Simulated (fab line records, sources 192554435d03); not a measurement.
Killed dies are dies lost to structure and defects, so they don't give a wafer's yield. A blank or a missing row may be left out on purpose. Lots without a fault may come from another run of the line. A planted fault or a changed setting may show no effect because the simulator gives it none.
fab line records | flow n5_finfet | part 1 of 2: steps 1 to 21 of 32
record lots=5 wafers=15 last_day=20
route steps=1938 shown PMOS_HMC_CHANNEL_EPI@66 FIN_SAQP@90
lots that met no fault: from a run of the same line without faults
start_h: hours from the record's first day to the start of the lot's first wafer shown | wait_h: hours since the lot's step before | " the same as in the row above | L1.1+2: a row that stands for several wafers | - no value, or no start given | * or withheld: withheld | < > ~ a bound
route shown NAME@n: a module of which the file shows steps, and the number in the route of the first | usual: mean/standard deviation of fault-free wafers | same: alike in all rows | chamber/n: place in a boat | sites: the reading at each site | _std_site: their standard deviation | _edge_site: outer sites' mean less inner sites' | radius_mm: how far each site lies from the wafer's centre | mask NAME#n: copy n | behind: the tool/chamber that last shaped the wafer | hold: why the lot was held/for how many hours/how that ended | device: the transistor (n, p or np) that didn't switch | end of line: the same wafers' tests at the end of the route | a step without rows: its recipe alone | killed: dies lost to structure and defects at the first sort, not the wafer's yield | map: a wafer's dies, x killed, . not, _ none there
set.NAME: the setting as run; set.NAME@STEP: as run at that earlier step | model.NAME: the simulator's own value behind a step, which no gauge read
lots at some steps of the route; a table a step, a row a wafer
services: from which hour (start_h, from the record's first day; less than 0 if before it) a tool's chamber was out of use, for how many hours, and why
## steps
# step N5_PMOS_HMC_CHANNEL_EPI_OVL_MEAS_10
# recipe points_per_wafer=44
# usual PMOS_HMC_BLK_OVL=-0.3/0.73
# columns lot.wafer tool chamber start_h wait_h PMOS_HMC_BLK_OVL[nm]
L086.1 overlay-02 0 89.49 0.0 0.9
L086.4 " 0 " " -0.6
L086.5 " 0 " " 0.4
L088.1 overlay-02 0 101.24 0.0 -2.0
L088.2 " 0 " " -0.2
L088.4 " 0 " " -1.8
L091.2 overlay-02 0 119.07 0.0 0.0
L091.5 " 0 " " -0.9
L091.6 " 0 " " 0.3
L092.1 overlay-01 0 124.92 0.0 -0.1
L092.5 " 0 " " -0.3
L092.6 " 0 " " -0.6
L095.2 overlay-01 0 151.65 0.0 0.0
L095.3 " 0 " " -1.2
L095.5 " 0 " " -0.1
# step N5_PMOS_HMC_CHANNEL_EPI_INSPECT_11
# recipe mode=adi inspect_instrument=macro
# usual raw_defect_count=2.0/1.6
# columns lot.wafer tool chamber start_h wait_h raw_defect_count
L086.1 defect_inspect-02 - 89.51 0.0 2
L086.4 " - " " 1
L086.5 " - " " 2
L088.1 defect_inspect-02 - 101.27 0.0 6
L088.2 " - " " 3
L088.4 " - " " 2
L091.2 defect_inspect-01 - 119.10 0.0 1
L091.5 " - " " 3
L091.6 " - " " 1
L092.1 defect_inspect-01 - 124.95 0.0 0
L092.5 " - " " 2
L092.6 " - " " 3
L095.2 defect_inspect-01 - 151.67 0.0 2
L095.3 " - " " 1
L095.5 " - " " 2
# step N5_PMOS_HMC_CHANNEL_EPI_DESCUM_14
# recipe chemistry=O2 time_s=7.9 source_power_w=50 bias_power_w=20 pressure_mtorr=20 rf_frequency_hz=2.712e+07 temp_c=40 resist=CAR-ArF-block o2_flow_sccm=225
# usual drypump_motor_current_A=5.9/0.55 oes_product_au=0.78/0.079 rf_vpp_V=243.2/1.3 showerhead_plenum_p_Torr=2.09/0.07 throttle_valve_pct=20.56/0.24
# columns lot.wafer tool chamber start_h wait_h drypump_motor_current_A oes_product_au rf_hours_counter_h rf_vpp_V showerhead_plenum_p_Torr throttle_valve_pct
L086.1 rie_diel-06 0 89.55 0.0 6.4 0.72 197 243.4 2.17 20.76
L086.4 " 1 " " 5.2 0.70 214 244.1 2.16 20.57
L086.5 " 2 " " 6.4 0.80 - 242.4 2.01 20.42
L088.1 rie_diel-06 3 101.30 0.0 5.2 0.87 29 243.0 2.14 20.71
L088.2 " 2 " " 6.4 0.80 122 242.2 2.01 20.43
L088.4 " 1 " " 5.2 0.70 217 245.3 2.16 20.57
L091.2 rie_diel-01 1 119.13 0.0 6.3 0.78 118 243.3 2.12 20.46
L091.5 " 3 " " 6.0 0.67 - 244.2 2.06 20.86
L091.6 " 0 " " 6.7 0.84 - 241.2 2.04 20.78
L092.1 rie_diel-03 2 125.38 0.4 5.0 0.78 126 245.4 2.18 20.40
L092.5 " 1 " " 6.1 0.75 - 241.9 2.01 20.02
L092.6 " 2 " " 5.0 0.79 - 244.2 2.18 20.41
L095.2 rie_diel-01 0 151.70 0.0 6.7 0.83 76 241.5 2.04 20.78
L095.3 " 1 " " 6.3 0.78 126 243.8 2.11 20.45
L095.5 " 2 " " 6.4 0.96 - 246.2 2.22 20.52
# step N5_PMOS_HMC_CHANNEL_EPI_ETCH_32
# recipe chemistry=N2/H2 target=BARC stop_on=SiO2 target_depth_a=858 over_etch_frac=0.3 time_s=50.3 ion_energy_ev=200 mask_material=CAR-ArF-block pressure_mtorr=30 source_w=840 bias_w=150 n2_flow_sccm=200 h2_flow_sccm=200
# usual drypump_motor_current_A=5.9/0.55 oes_product_au=0.66/0.065 rf_vpp_V=523.8/2.4 showerhead_plenum_p_Torr=2.54/0.084 throttle_valve_pct=18.01/0.22
# same over_etch_frac=0.3
# columns lot.wafer tool chamber start_h wait_h drypump_motor_current_A oes_product_au rf_hours_counter_h rf_vpp_V showerhead_plenum_p_Torr throttle_valve_pct
L086.1 rie_diel-06 0 89.58 0.0 6.4 0.62 197 526.1 2.63 18.23
L086.4 " 1 " " 5.2 0.60 214 525.3 2.62 18.00
L086.5 " 2 " " 6.4 0.68 - 522.2 2.45 17.94
L088.1 rie_diel-06 3 101.34 0.0 5.2 0.75 29 525.9 2.59 18.10
L088.2 " 2 " " 6.4 0.68 122 521.2 2.45 17.94
L088.4 " 1 " " 5.2 0.60 217 525.0 2.62 18.01
L091.2 rie_diel-01 1 119.17 0.0 6.3 0.67 118 525.3 2.55 17.84
L091.5 " 3 " " 6.0 0.57 - 522.8 2.50 18.25
L091.6 " 0 " " 6.6 0.70 - 521.0 2.47 18.12
L092.1 rie_diel-03 2 125.42 0.0 5.0 0.67 126 526.2 2.66 17.87
L092.5 " 1 " " 6.1 0.65 - 522.1 2.44 17.63
L092.6 " 2 " " 5.0 0.68 - 526.6 2.66 17.89
L095.2 rie_diel-01 0 151.74 0.0 6.6 0.70 76 521.9 2.47 18.14
L095.3 " 1 " " 6.3 0.67 126 522.2 2.55 17.85
L095.5 " 2 " " 6.4 0.81 - 528.1 2.72 18.06
# step N5_PMOS_HMC_CHANNEL_EPI_HM_OPEN_15
# recipe chemistry=CHF3/O2 target=SiO2 mask_material=CAR-ArF-block target_depth_a=406 CHF3_flow_sccm=50 O2_flow_sccm=5 Ar_flow_sccm=200 time_s=20.3 pressure_mtorr=30 source_w=650 bias_w=170 ion_energy_ev=200
# usual drypump_motor_current_A=5.9/0.55 mfc_ar_sccm=200.0/0.67 oes_product_au=0.78/0.078 rf_vpp_V=524/5.6 showerhead_plenum_p_Torr=2.41/0.077 throttle_valve_pct=19.02/0.24
# columns lot.wafer tool chamber start_h wait_h drypump_motor_current_A mfc_ar_sccm oes_product_au rf_hours_counter_h rf_vpp_V showerhead_plenum_p_Torr throttle_valve_pct
L086.1 rie_diel-06 0 89.62 0.0 6.4 199.1 0.72 197 528 2.49 19.22
L086.4 " 1 " " 5.2 199.6 0.68 214 524 2.47 18.99
L086.5 " 2 " " 6.5 200.3 0.79 - 520 2.34 18.94
L088.1 rie_diel-06 3 101.38 0.0 5.2 199.2 0.87 29 525 2.45 19.07
L088.2 " 2 " " 6.4 200.0 0.80 123 519 2.34 18.99
L088.4 " 1 " " 5.2 199.7 0.70 217 523 2.47 19.02
L091.2 rie_diel-01 1 119.21 0.0 6.3 199.5 0.79 118 527 2.42 18.82
L091.5 " 3 " " 6.0 200.9 0.67 - 518 2.37 19.28
L091.6 " 0 " " 6.6 199.3 0.83 - 526 2.35 19.20
L092.1 rie_diel-03 2 125.46 0.0 5.0 199.9 0.77 126 535 2.53 18.98
L092.5 " 1 " " 6.1 200.5 0.75 - 516 2.31 18.50
L092.6 " 2 " " 5.0 200.7 0.79 - 535 2.53 18.97
L095.2 rie_diel-01 0 151.78 0.0 6.6 199.4 0.81 76 526 2.34 19.20
L095.3 " 1 " " 6.3 200.4 0.77 126 527 2.41 18.84
L095.5 " 2 " " 6.4 200.6 0.95 - 531 2.56 19.01
# step N5_PMOS_HMC_CHANNEL_EPI_STRIP_33
# recipe chemistry=N2/H2 power_w=500 temp_c=40 pressure_mtorr=50 rf_frequency_hz=6e+07 overash_fraction=0.3 bias_power_w=8 h2_frac=0.5 n2_flow_sccm=300 h2_flow_sccm=300
# usual drypump_motor_current_A=5.9/0.55 oes_product_au=0.78/0.08 rf_vpp_V=54.0/1.7 showerhead_plenum_p_Torr=3.35/0.11 throttle_valve_pct=19.11/0.21
# columns lot.wafer tool chamber start_h wait_h drypump_motor_current_A oes_product_au rf_hours_counter_h rf_vpp_V showerhead_plenum_p_Torr throttle_valve_pct
L086.1 rie_diel-06 0 89.68 0.0 6.5 0.71 197 55.5 3.47 19.42
L086.4 " 1 " " 5.2 0.70 214 55.1 3.46 18.97
L086.5 " 2 " " 6.4 0.82 - 53.7 3.24 19.06
L088.1 rie_diel-06 3 101.43 0.0 5.2 0.86 29 54.2 3.42 19.26
L088.2 " 2 " " 6.4 0.79 123 51.5 3.24 19.04
L088.4 " 1 " " 5.2 0.69 217 54.2 3.45 18.99
L091.2 rie_diel-01 1 119.26 0.0 6.3 0.79 118 53.6 3.37 18.99
L091.5 " 3 " " 6.0 0.67 - 53.6 3.30 19.20
L091.6 " 0 " " 6.7 0.84 - 48.6 3.27 19.15
L092.1 rie_diel-03 2 125.51 0.0 5.0 0.79 126 54.2 3.50 18.91
L092.5 " 1 " " 6.2 0.75 - 52.1 3.23 19.01
L092.6 " 2 " " 5.0 0.78 - 56.3 3.50 18.90
L095.2 rie_diel-01 0 151.84 0.0 6.6 0.82 76 49.0 3.26 19.12
L095.3 " 1 " " 6.3 0.78 126 53.7 3.37 18.98
L095.5 " 2 " " 6.4 0.94 - 53.7 3.58 19.31
# step N5_PMOS_HMC_CHANNEL_EPI_STRIP_17
# recipe chemistry=SPM time_s=750 temp_c=130 h2so4_h2o2_vol_ratio=4 dry=ipa_marangoni
# columns lot.wafer tool chamber start_h wait_h
L086.1+4+5 wet_bench-06 7,6,3 89.75 -
L088.1+2+4 wet_bench-03 4,7,3 101.50 -
L091.2+5+6 wet_bench-06 6,2,3 119.33 -
L092.1+5+6 wet_bench-03 6,5,3 125.58 -
L095.2+3+5 wet_bench-03 3,7,0 151.90 -
# step N5_PMOS_HMC_CHANNEL_EPI_ETCH_38
# recipe chemistry=CF4 target=SiO2 target_depth_a=15 ion_energy_ev=350 pressure_mtorr=10 icp_w=800 bias_w=400 cf4_flow_sccm=80
# usual drypump_motor_current_A=5.7/0.35 oes_product_au=1.005/0.016 throttle_valve_pct=21.77/0.2
# columns lot.wafer tool chamber start_h wait_h drypump_motor_current_A oes_product_au rf_hours_counter_h throttle_valve_pct
L086.1 rie_si-04 3 89.98 0.0 6.2 1.008 144 21.84
L086.4 " 0 " " 6.1 1.006 110 21.99
L086.5 " 2 " " 5.9 0.999 - 22.03
L088.1 rie_si-05 0 101.74 0.0 6.1 1.021 1 21.81
L088.2 " 3 " " 5.5 0.991 104 21.50
L088.4 " 1 " " 5.0 0.975 90 22.12
L091.2 rie_si-06 2 119.57 0.0 5.2 1.006 99 21.75
L091.5 " 1 " " 5.6 1.030 - 21.56
L091.6 " 2 " " 5.3 0.993 - 21.72
L092.1 rie_si-06 0 125.82 0.0 5.9 0.990 162 21.58
L092.5 " 2 " " 5.2 0.992 - 21.73
L092.6 " 3 " " 5.6 1.016 - 21.74
L095.2 rie_si-05 0 152.14 0.0 6.1 1.030 2 21.80
L095.3 " 3 " " 5.5 0.991 104 21.52
L095.5 " 1 " " 5.0 0.977 - 22.12
# step N5_PMOS_HMC_CHANNEL_EPI_FIN_RECESS_16
# recipe chemistry=HBr/Cl2 target=Si mask_material=SiO2 target_depth_a=540 time_s=18 pressure_mtorr=10 icp_w=800 bias_w=75 HBr_flow_sccm=150 Cl2_flow_sccm=80
# usual drypump_motor_current_A=5.7/0.35 oes_product_au=1.003/0.015 throttle_valve_pct=35.47/0.22
# columns lot.wafer tool chamber start_h wait_h drypump_motor_current_A oes_product_au rf_hours_counter_h throttle_valve_pct
L086.1 rie_si-04 3 90.00 0.0 6.2 1.014 144 35.64
L086.4 " 0 " " 6.1 1.020 110 35.85
L086.5 " 2 " " 5.9 0.988 - 35.65
L088.1 rie_si-05 0 101.76 0.0 6.1 1.020 1 35.58
L088.2 " 3 " " 5.5 0.995 104 35.10
L088.4 " 1 " " 5.0 0.969 90 35.66
L091.2 rie_si-06 2 119.59 0.0 5.3 0.993 99 35.40
L091.5 " 1 " " 5.6 1.024 - 35.24
L091.6 " 2 " " 5.2 1.002 - 35.38
L092.1 rie_si-06 0 125.84 0.0 5.9 1.000 162 35.32
L092.5 " 2 " " 5.3 0.986 - 35.39
L092.6 " 3 " " 5.6 1.019 - 35.44
L095.2 rie_si-05 0 152.16 0.0 6.1 1.018 2 35.57
L095.3 " 3 " " 5.5 0.999 104 35.08
L095.5 " 1 " " 5.0 0.974 - 35.64
# step N5_PMOS_HMC_CHANNEL_EPI_PRECLEAN_36
# recipe chemistry=O3/DIW time_s=45 temp_c=22 o3_ppm=10
# columns lot.wafer tool chamber start_h wait_h
L086.1+4+5 wet_bench-03 1,3,7 90.10 0.1
L088.1+2+4 wet_bench-05 2,3,4 101.86 0.1
L091.2+5+6 wet_bench-05 0,3,4 119.68 0.1
L092.1+5+6 wet_bench-05 5,6,7 125.94 0.1
L095.2+3+5 wet_bench-05 1,7,4 152.26 0.1
# step N5_PMOS_HMC_CHANNEL_EPI_PRECLEAN_18
# recipe chemistry=DHF time_s=30 temp_c=25 dilution=withheld
# columns lot.wafer tool chamber start_h wait_h
L086.1+4+5 wet_bench-03 1,3,7 90.11 0.0
L088.1+2+4 wet_bench-05 2,3,4 101.89 0.0
L091.2+5+6 wet_bench-05 0,3,4 119.70 0.0
L092.1+5+6 wet_bench-05 5,6,7 125.95 0.0
L095.2+3+5 wet_bench-05 1,7,4 152.27 0.0
# step N5_PMOS_HMC_CHANNEL_EPI_SRD_19
# recipe dry=ipa_marangoni do_ppb=5 time_s=30 temp_c=23 rinse_liquid=diw
# usual do_ppb=5.00/0.051
# columns lot.wafer tool chamber start_h wait_h do_ppb
L086.1 wet_bench-03 1 90.12 0.0 5.00
L086.4 " 3 " " 4.92
L086.5 " 7 " " 5.00
L088.1 wet_bench-05 2 101.90 0.0 4.99
L088.2 " 3 " " 4.97
L088.4 " 4 " " 5.10
L091.2 wet_bench-05 0 119.71 0.0 5.05
L091.5 " 3 " " 4.95
L091.6 " 4 " " 5.00
L092.1 wet_bench-05 5 125.96 0.0 5.11
L092.5 " 6 " " 5.02
L092.6 " 7 " " 5.02
L095.2 wet_bench-05 1 152.28 0.0 5.06
L095.3 " 7 " " 4.95
L095.5 " 4 " " 5.00
# step N5_PMOS_HMC_CHANNEL_EPI_EPI_20
# recipe material=SiGe30 mask_material=SiO2 pressure_torr=20 target_thk_a=590 temp_c=600
# usual lamp_inner_pct=11.7/0.33 susceptor_temp_C_max=600.9/0.33
# columns lot.wafer tool chamber start_h wait_h lamp_inner_pct susceptor_temp_C_max
L086.1 epi_rpcvd-02 0 90.17 0.0 12.1 600.3
L086.4 " 0 " " 12.1 601.3
L086.5 " 0 " " 12.1 601.2
L088.1 epi_rpcvd-01 0 101.97 0.0 11.6 600.9
L088.2 " 0 " " 11.7 601.1
L088.4 " 0 " " 11.7 600.8
L091.2 epi_rpcvd-01 0 119.96 0.2 11.6 601.4
L091.5 " 0 " " 11.7 601.4
L091.6 " 0 " " 11.7 601.2
L092.1 epi_rpcvd-01 0 126.01 0.0 11.9 600.9
L092.5 " 0 " " 11.7 601.2
L092.6 " 0 " " 11.7 600.8
L095.2 epi_rpcvd-02 0 153.30 1.0 11.9 600.6
L095.3 " 0 " " 12.1 600.6
L095.5 " 0 " " 12.4 600.5
# step N5_PMOS_HMC_CHANNEL_EPI_HM_STRIP_35
# recipe chemistry=dHF temp_c=25 material=SiO2 target=SiO2 target_depth_a=396 time_s=216
# columns lot.wafer tool chamber start_h wait_h
L086.1+4+5 wet_bench-06 5,0,3 91.41 1.0
L088.1+2+4 wet_bench-06 4,0,3 103.20 1.0
L091.2+5+6 wet_bench-05 6,7,1 120.99 0.8
L092.1+5+6 wet_bench-05 0,3,5 127.25 1.0
L095.2+3+5 wet_bench-05 0,2,3 154.34 0.8
# step N5_PMOS_HMC_CHANNEL_EPI_SRD_39
# recipe dry=ipa_marangoni time_s=30 temp_c=23 rinse_liquid=diw
# columns lot.wafer tool chamber start_h wait_h
L086.1+4+5 wet_bench-06 5,0,3 91.47 0.0
L088.1+2+4 wet_bench-06 4,0,3 103.26 0.0
L091.2+5+6 wet_bench-05 6,7,1 121.06 0.0
L092.1+5+6 wet_bench-05 0,3,5 127.31 0.0
L095.2+3+5 wet_bench-05 0,2,3 154.40 0.0
# step N5_PMOS_HMC_CHANNEL_EPI_CMP_21
# recipe material=SiGe30 post_cmp_clean=alkaline_brush target_thk_nm=54
# usual edge_zone_pressure_frac=1.000/0.0043 motor_current_A=12.6/1.4
# columns lot.wafer tool chamber start_h wait_h edge_zone_pressure_frac motor_current_A
L086.4 cmp-02 2 91.51 0.0 0.996 13.4
L086.1 " 3 " " 0.997 11.8
L086.5 " 2 " " 0.994 13.9
L088.2 cmp-03 2 103.30 0.0 1.000 13.1
L088.1 " 3 " " 1.006 13.5
L088.4 " 1 " " 1.000 13.6
L091.2 cmp-02 0 121.18 0.1 0.998 15.5
L091.6 " 2 " " 1.010 13.8
L091.5 " 3 " " 1.003 11.0
L092.1 cmp-03 3 127.35 0.0 1.005 13.2
L092.5 " 3 " " 1.008 13.3
L092.6 " 0 " " 0.994 11.9
L095.3 cmp-03 3 154.48 0.1 0.998 13.2
L095.2 " 0 " " 1.007 12.8
L095.5 " 2 " " 0.998 13.4
# step N5_PMOS_HMC_CHANNEL_EPI_THK_MEAS_22
# recipe reads=SiGe30_of_PMOS_HMC_CHANNEL_EPI_EPI_20
# usual HMC_CMP_THK=54.3/0.57
# columns lot.wafer tool chamber start_h wait_h HMC_CMP_THK[nm]
L086.1 film_metro-02 - 91.80 - 54.0
L086.4 " - " " 53.9
L086.5 " - " " 55.0
L088.1 film_metro-01 - 103.60 - 53.9
L088.2 " - " " 54.9
L088.4 " - " " 53.8
L091.2 film_metro-02 - 121.40 - 54.8
L091.5 " - " " 54.7
L091.6 " - " " 55.1
L092.1 film_metro-01 - 127.65 - 54.1
L092.5 " - " " 54.5
L092.6 " - " " 54.0
L095.2 film_metro-02 - 154.74 - 54.2
L095.3 " - " " 54.8
L095.5 " - " " 54.1
# step N5_PMOS_HMC_CHANNEL_EPI_PRECLEAN_40
# recipe chemistry=DHF time_s=30 temp_c=25 dilution=withheld
# columns lot.wafer tool chamber start_h wait_h
L086.1+4+5 wet_bench-05 7,4,5 91.83 0.0
L088.1+2+4 wet_bench-06 1,2,3 103.63 0.0
L091.2+5+6 wet_bench-05 6,5,0 121.43 0.0
L092.1+5+6 wet_bench-05 3,2,4 127.68 0.0
L095.2+3+5 wet_bench-06 5,3,0 154.76 0.0
# step N5_PMOS_HMC_CHANNEL_EPI_PRECLEAN_37
# recipe chemistry=O3/DIW time_s=45 temp_c=22 o3_ppm=10
# columns lot.wafer tool chamber start_h wait_h
L086.1+4+5 wet_bench-05 7,4,5 91.84 0.0
L088.1+2+4 wet_bench-06 1,2,3 103.64 0.0
L091.2+5+6 wet_bench-05 6,5,0 121.44 0.0
L092.1+5+6 wet_bench-05 3,2,4 127.69 0.0
L095.2+3+5 wet_bench-06 5,3,0 154.78 0.0
# step N5_PMOS_HMC_CHANNEL_EPI_PRECLEAN_24
# recipe chemistry=DHF time_s=30 temp_c=25 dilution=withheld
# columns lot.wafer tool chamber start_h wait_h
L086.1+4+5 wet_bench-05 7,4,5 91.85 0.0
L088.1+2+4 wet_bench-06 1,2,3 103.65 0.0
L091.2+5+6 wet_bench-05 6,5,0 121.45 0.0
L092.1+5+6 wet_bench-05 3,2,4 127.70 0.0
L095.2+3+5 wet_bench-06 5,3,0 154.79 0.0
# step N5_PMOS_HMC_CHANNEL_EPI_SRD_25
# recipe dry=ipa_marangoni do_ppb=5 time_s=30 temp_c=23 rinse_liquid=diw
# usual do_ppb=5.00/0.054
# columns lot.wafer tool chamber start_h wait_h do_ppb
L086.1 wet_bench-05 7 91.86 0.0 4.97
L086.4 " 4 " " 5.06
L086.5 " 5 " " 5.07
L088.1 wet_bench-06 1 103.66 0.0 5.00
L088.2 " 2 " " 5.01
L088.4 " 3 " " 5.02
L091.2 wet_bench-05 6 121.46 0.0 4.91
L091.5 " 5 " " 4.99
L091.6 " 0 " " 5.05
L092.1 wet_bench-05 3 127.71 0.0 5.04
L092.5 " 2 " " 5.03
L092.6 " 4 " " 5.01
L095.2 wet_bench-06 5 154.80 0.0 5.01
L095.3 " 3 " " 4.97
L095.5 " 0 " " 4.96
